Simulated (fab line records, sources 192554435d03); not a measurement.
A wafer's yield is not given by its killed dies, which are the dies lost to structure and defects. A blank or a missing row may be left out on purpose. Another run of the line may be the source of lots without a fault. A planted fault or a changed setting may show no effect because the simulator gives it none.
Chamber matching :: flow n5_finfet :: pecvd-01 running N5_FIN_SAQP_HM_DEP_03: 3 sister chambers
The step deposits SiNx from SiH4/NH3/N2, target thk 38 nm, time 33.6 s. 6 wafers are shown with their chamber, then 8 later ones without.

## EACH WAFER AND ITS CHAMBER
wafer: L085.5
chamber: 1
showerhead_plenum_p_Torr (Torr): 5.09
heater_power_w (W): 808

wafer: L087.3
chamber: 0
showerhead_plenum_p_Torr (Torr): 5.07
heater_power_w (W): 771

wafer: L087.4
chamber: 0
showerhead_plenum_p_Torr (Torr): 5.06
heater_power_w (W): 767

wafer: L090.5
chamber: 1
showerhead_plenum_p_Torr (Torr): 5.08
heater_power_w (W): 791

wafer: L090.6
chamber: 2
showerhead_plenum_p_Torr (Torr): 5.18
heater_power_w (W): 772

wafer: L091.1
chamber: 2
showerhead_plenum_p_Torr (Torr): 5.20
heater_power_w (W): 844

## WAFERS WITHOUT THEIR CHAMBER
wafer: L091.2
showerhead_plenum_p_Torr (Torr): 5.08
heater_power_w (W): 755

wafer: L091.6
showerhead_plenum_p_Torr (Torr): 5.21
heater_power_w (W): 874

wafer: L092.1
showerhead_plenum_p_Torr (Torr): 5.07
heater_power_w (W): 782

wafer: L092.3
showerhead_plenum_p_Torr (Torr): 5.07
heater_power_w (W): 789

wafer: L092.4
showerhead_plenum_p_Torr (Torr): 5.08
heater_power_w (W): 793

wafer: L095.2
showerhead_plenum_p_Torr (Torr): 5.08
heater_power_w (W): 787

wafer: L095.3
showerhead_plenum_p_Torr (Torr): 5.17
heater_power_w (W): 840

wafer: L095.5
showerhead_plenum_p_Torr (Torr): 5.09
heater_power_w (W): 785

## THE CHAMBER EACH PASSED THROUGH
wafer: L091.2
from the rows above: can't be placed: 1 or 0
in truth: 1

wafer: L091.6
from the rows above: 2
in truth: 2

wafer: L092.1
from the rows above: can't be placed: 0 or 1
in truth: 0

wafer: L092.3
from the rows above: can't be placed: 0 or 1
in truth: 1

wafer: L092.4
from the rows above: can't be placed: 1 or 0
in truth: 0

wafer: L095.2
from the rows above: can't be placed: 1 or 0
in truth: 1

wafer: L095.3
from the rows above: 2
in truth: 2

wafer: L095.5
from the rows above: can't be placed: 1 or 0
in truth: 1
Placed correctly: 2 of 8. From these rows, 6 cannot be placed; in 6 the true chamber is one of the candidates. Number placed wrongly: 0.
How it was worked out, from the rows above alone: a wafer's distance from a chamber is the root of the sum, over the readings, of the square of ((its reading less the chamber's mean) divided by the reading's scatter). The wafer belongs to the nearest chamber; if the next one is less than 2 further off, it can't be placed. A chamber's mean is the mean of its shown wafers. How the scatter is found: for the shown wafers, subtract from each reading the mean of its chamber, square and add these, divide the total by (wafers less chambers), then take the root.
